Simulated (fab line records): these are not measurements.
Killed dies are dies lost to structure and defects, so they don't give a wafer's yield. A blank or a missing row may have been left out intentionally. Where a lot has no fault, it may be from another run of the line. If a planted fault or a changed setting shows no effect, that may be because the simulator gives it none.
Lot-split experiment :: flow n5_finfet :: 39 wafers read from 7 lots, route of 1938 steps

== SPLIT DETAILS ==
At N5_MOL_CONTACT_COAG_ALD_27 (deposits SiOC, target thk 17 nm, pulse time 1.5 s, time 2720 s), the setting ald_cycles was moved away from the recipe's 340 on 12 of the 39 wafers read, by -16.2% to +15.0%. For the rest of the wafers, this setting stayed at what the recipe calls for.

The reading is taken at the split's own step.

== THE READING ==
SiOC_of_MOL_CONTACT_COAG_ALD_27.thk_nm (the simulator's own value, which no gauge read), in nm, at N5_MOL_CONTACT_COAG_ALD_27 (deposits SiOC, target thk 17 nm, pulse time 1.5 s, time 2720 s). No usual value for it is given in the file. Average 17.1 nm, standard deviation 0.1 nm, over the 27 wafers here run with the recipe.

wafer: L075.1
tool, chamber at the split: ald_sin-04, 0
ald_cycles as run: 322
against the recipe: -5.3%
SiOC_of_MOL_CONTACT_COAG_ALD_27.thk_nm, nm: 16
against lot-mates on the recipe: -1.0

wafer: L075.4
tool, chamber at the split: ald_sin-04, 0
ald_cycles as run: 322
against the recipe: -5.3%
SiOC_of_MOL_CONTACT_COAG_ALD_27.thk_nm, nm: 16
against lot-mates on the recipe: -1.0

wafer: L075.2
tool, chamber at the split: ald_sin-04, 3,2,2
ald_cycles as run: 340
against the recipe: recipe
SiOC_of_MOL_CONTACT_COAG_ALD_27.thk_nm, nm: 17
against lot-mates on the recipe: -

wafer: L075.3
tool, chamber at the split: ald_sin-04, 3,2,2
ald_cycles as run: 340
against the recipe: recipe
SiOC_of_MOL_CONTACT_COAG_ALD_27.thk_nm, nm: 17
against lot-mates on the recipe: -

wafer: L075.5
tool, chamber at the split: ald_sin-04, 3,2,2
ald_cycles as run: 340
against the recipe: recipe
SiOC_of_MOL_CONTACT_COAG_ALD_27.thk_nm, nm: 17
against lot-mates on the recipe: -

wafer: L075.6
tool, chamber at the split: ald_sin-04, 3
ald_cycles as run: 322
against the recipe: -5.3%
SiOC_of_MOL_CONTACT_COAG_ALD_27.thk_nm, nm: 16.2
against lot-mates on the recipe: -0.8

wafer: L076.1
tool, chamber at the split: ald_sin-04, 0
ald_cycles as run: 340
against the recipe: recipe
SiOC_of_MOL_CONTACT_COAG_ALD_27.thk_nm, nm: 16.8
against lot-mates on the recipe: -

wafer: L076.2
tool, chamber at the split: ald_sin-04, 3
ald_cycles as run: 285
against the recipe: -16.2%
SiOC_of_MOL_CONTACT_COAG_ALD_27.thk_nm, nm: 14.4
against lot-mates on the recipe: -2.5

wafer: L076.6
tool, chamber at the split: ald_sin-04, 3
ald_cycles as run: 285
against the recipe: -16.2%
SiOC_of_MOL_CONTACT_COAG_ALD_27.thk_nm, nm: 14.4
against lot-mates on the recipe: -2.5

wafer: L076.3
tool, chamber at the split: ald_sin-04, 2
ald_cycles as run: 285
against the recipe: -16.2%
SiOC_of_MOL_CONTACT_COAG_ALD_27.thk_nm, nm: 14.2
against lot-mates on the recipe: -2.7

wafer: L076.4
tool, chamber at the split: ald_sin-04, 2,0
ald_cycles as run: 340
against the recipe: recipe
SiOC_of_MOL_CONTACT_COAG_ALD_27.thk_nm, nm: 17
against lot-mates on the recipe: -

wafer: L076.5
tool, chamber at the split: ald_sin-04, 2,0
ald_cycles as run: 340
against the recipe: recipe
SiOC_of_MOL_CONTACT_COAG_ALD_27.thk_nm, nm: 17
against lot-mates on the recipe: -

wafer: L083.1
tool, chamber at the split: ald_sin-02, 2
ald_cycles as run: 366
against the recipe: +7.6%
SiOC_of_MOL_CONTACT_COAG_ALD_27.thk_nm, nm: 18.4
against lot-mates on the recipe: +1.4

wafer: L083.2
tool, chamber at the split: ald_sin-02, 0,3,1
ald_cycles as run: 340
against the recipe: recipe
SiOC_of_MOL_CONTACT_COAG_ALD_27.thk_nm, nm: 17
against lot-mates on the recipe: -

wafer: L083.4
tool, chamber at the split: ald_sin-02, 0,3,1
ald_cycles as run: 340
against the recipe: recipe
SiOC_of_MOL_CONTACT_COAG_ALD_27.thk_nm, nm: 17
against lot-mates on the recipe: -

wafer: L083.5
tool, chamber at the split: ald_sin-02, 0,3,1
ald_cycles as run: 340
against the recipe: recipe
SiOC_of_MOL_CONTACT_COAG_ALD_27.thk_nm, nm: 17
against lot-mates on the recipe: -

wafer: L083.3
tool, chamber at the split: ald_sin-02, 1,2
ald_cycles as run: 366
against the recipe: +7.6%
SiOC_of_MOL_CONTACT_COAG_ALD_27.thk_nm, nm: 18.2
against lot-mates on the recipe: +1.2

wafer: L083.6
tool, chamber at the split: ald_sin-02, 1,2
ald_cycles as run: 366
against the recipe: +7.6%
SiOC_of_MOL_CONTACT_COAG_ALD_27.thk_nm, nm: 18.2
against lot-mates on the recipe: +1.2

wafer: L085.1
tool, chamber at the split: ald_sin-03, 0
ald_cycles as run: 340
against the recipe: recipe
SiOC_of_MOL_CONTACT_COAG_ALD_27.thk_nm, nm: 17
against lot-mates on the recipe: -

wafer: L085.2
tool, chamber at the split: ald_sin-03, 2,3
ald_cycles as run: 340
against the recipe: recipe
SiOC_of_MOL_CONTACT_COAG_ALD_27.thk_nm, nm: 17.2
against lot-mates on the recipe: -

wafer: L085.3
tool, chamber at the split: ald_sin-03, 2,3
ald_cycles as run: 340
against the recipe: recipe
SiOC_of_MOL_CONTACT_COAG_ALD_27.thk_nm, nm: 17.2
against lot-mates on the recipe: -

wafer: L086.1
tool, chamber at the split: ald_sin-02, 3,2,0,2,3
ald_cycles as run: 340
against the recipe: recipe
SiOC_of_MOL_CONTACT_COAG_ALD_27.thk_nm, nm: 17.2
against lot-mates on the recipe: -

wafer: L086.2
tool, chamber at the split: ald_sin-02, 3,2,0,2,3
ald_cycles as run: 340
against the recipe: recipe
SiOC_of_MOL_CONTACT_COAG_ALD_27.thk_nm, nm: 17.2
against lot-mates on the recipe: -

wafer: L086.3
tool, chamber at the split: ald_sin-02, 3,2,0,2,3
ald_cycles as run: 340
against the recipe: recipe
SiOC_of_MOL_CONTACT_COAG_ALD_27.thk_nm, nm: 17.2
against lot-mates on the recipe: -

wafer: L086.5
tool, chamber at the split: ald_sin-02, 3,2,0,2,3
ald_cycles as run: 340
against the recipe: recipe
SiOC_of_MOL_CONTACT_COAG_ALD_27.thk_nm, nm: 17.2
against lot-mates on the recipe: -

wafer: L086.6
tool, chamber at the split: ald_sin-02, 3,2,0,2,3
ald_cycles as run: 340
against the recipe: recipe
SiOC_of_MOL_CONTACT_COAG_ALD_27.thk_nm, nm: 17.2
against lot-mates on the recipe: -

wafer: L086.4
tool, chamber at the split: ald_sin-02, 1
ald_cycles as run: 340
against the recipe: recipe
SiOC_of_MOL_CONTACT_COAG_ALD_27.thk_nm, nm: 17
against lot-mates on the recipe: -

wafer: L092.1
tool, chamber at the split: ald_sin-03, 0
ald_cycles as run: 391
against the recipe: +15.0%
SiOC_of_MOL_CONTACT_COAG_ALD_27.thk_nm, nm: 19.6
against lot-mates on the recipe: +2.6

wafer: L092.2
tool, chamber at the split: ald_sin-03, 2,1,2
ald_cycles as run: 340
against the recipe: recipe
SiOC_of_MOL_CONTACT_COAG_ALD_27.thk_nm, nm: 17
against lot-mates on the recipe: -

wafer: L092.3
tool, chamber at the split: ald_sin-03, 2,1,2
ald_cycles as run: 340
against the recipe: recipe
SiOC_of_MOL_CONTACT_COAG_ALD_27.thk_nm, nm: 17
against lot-mates on the recipe: -

wafer: L092.5
tool, chamber at the split: ald_sin-03, 2,1,2
ald_cycles as run: 340
against the recipe: recipe
SiOC_of_MOL_CONTACT_COAG_ALD_27.thk_nm, nm: 17
against lot-mates on the recipe: -

wafer: L092.4
tool, chamber at the split: ald_sin-03, 3
ald_cycles as run: 391
against the recipe: +15.0%
SiOC_of_MOL_CONTACT_COAG_ALD_27.thk_nm, nm: 19.8
against lot-mates on the recipe: +2.8

wafer: L092.6
tool, chamber at the split: ald_sin-03, 3
ald_cycles as run: 391
against the recipe: +15.0%
SiOC_of_MOL_CONTACT_COAG_ALD_27.thk_nm, nm: 19.8
against lot-mates on the recipe: +2.8

wafer: L097.1
tool, chamber at the split: ald_sin-02, 0,2,1,3,2
ald_cycles as run: 340
against the recipe: recipe
SiOC_of_MOL_CONTACT_COAG_ALD_27.thk_nm, nm: 17
against lot-mates on the recipe: -

wafer: L097.2
tool, chamber at the split: ald_sin-02, 0,2,1,3,2
ald_cycles as run: 340
against the recipe: recipe
SiOC_of_MOL_CONTACT_COAG_ALD_27.thk_nm, nm: 17
against lot-mates on the recipe: -

wafer: L097.3
tool, chamber at the split: ald_sin-02, 0,2,1,3,2
ald_cycles as run: 340
against the recipe: recipe
SiOC_of_MOL_CONTACT_COAG_ALD_27.thk_nm, nm: 17
against lot-mates on the recipe: -

wafer: L097.4
tool, chamber at the split: ald_sin-02, 0,2,1,3,2
ald_cycles as run: 340
against the recipe: recipe
SiOC_of_MOL_CONTACT_COAG_ALD_27.thk_nm, nm: 17
against lot-mates on the recipe: -

wafer: L097.5
tool, chamber at the split: ald_sin-02, 0,2,1,3,2
ald_cycles as run: 340
against the recipe: recipe
SiOC_of_MOL_CONTACT_COAG_ALD_27.thk_nm, nm: 17
against lot-mates on the recipe: -

wafer: L097.6
tool, chamber at the split: ald_sin-02, 3
ald_cycles as run: 340
against the recipe: recipe
SiOC_of_MOL_CONTACT_COAG_ALD_27.thk_nm, nm: 17.2
against lot-mates on the recipe: -
If several chambers appear in one row, that row covers several wafers at once and the file leaves open which wafer was in which chamber.

THE FIT
A straight line over all 39 wafers: SiOC_of_MOL_CONTACT_COAG_ALD_27.thk_nm changes by +0.172 nm for each +1% of ald_cycles; r = +1.00; the points scatter about the line by 0.11 nm.
The same after taking each lot's own level away (the mean of its wafers on the recipe; 39 wafers): +0.17 nm for each +1%; r = +1.00; scatter 0.1 nm.
On that fit, the largest move of ald_cycles shifts the reading by 2.8 nm.
Measured against the standard deviation above, the lots' own levels, which go from 16.93 to 17.17 nm, span 2.3 times it.
The two slopes agree, so the slope changes little with the lot-to-lot level.
Check: with one of the wafers moved furthest among these (-16.2%) left out of the fit, the line predicts -2.78 nm for it against its lot-mates. It came out at -2.53 nm against them.

== FURTHER SPLITS ON THESE WAFERS ==
These wafers also went through other splits before the reading. Each is held against what the fit with the lots' levels taken away leaves over:
other split on the same wafers: N5_DUMMY_GATE_EXPOSE_12 dose_mj
wafers away from the commonest value: 12
r with SiOC_of_MOL_CONTACT_COAG_ALD_27.thk_nm (lot level and that fit taken away): -0.11

other split on the same wafers: N5_DUMMY_GATE_ETCH_31 target_depth_a
wafers away from the commonest value: 9
r with SiOC_of_MOL_CONTACT_COAG_ALD_27.thk_nm (lot level and that fit taken away): +0.05

other split on the same wafers: N5_SD_EPI_N_ETCH_35 source_w
wafers away from the commonest value: 12
r with SiOC_of_MOL_CONTACT_COAG_ALD_27.thk_nm (lot level and that fit taken away): -0.06

other split on the same wafers: N5_SD_EPI_P_ETCH_37 source_w
wafers away from the commonest value: 18
r with SiOC_of_MOL_CONTACT_COAG_ALD_27.thk_nm (lot level and that fit taken away): +0.03

other split on the same wafers: N5_SD_EPI_P_EPI_21 dopant_conc_cm3
wafers away from the commonest value: 12
r with SiOC_of_MOL_CONTACT_COAG_ALD_27.thk_nm (lot level and that fit taken away): +0.15

other split on the same wafers: N5_HKMG_FIN_ETCH_55 bias_w
wafers away from the commonest value: 18
r with SiOC_of_MOL_CONTACT_COAG_ALD_27.thk_nm (lot level and that fit taken away): +0.08

== THE FILE'S OWN FIT ==
SiOC_of_MOL_CONTACT_COAG_ALD_27.thk_nm changes by +0.17 nm for each +1% of ald_cycles, r = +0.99.
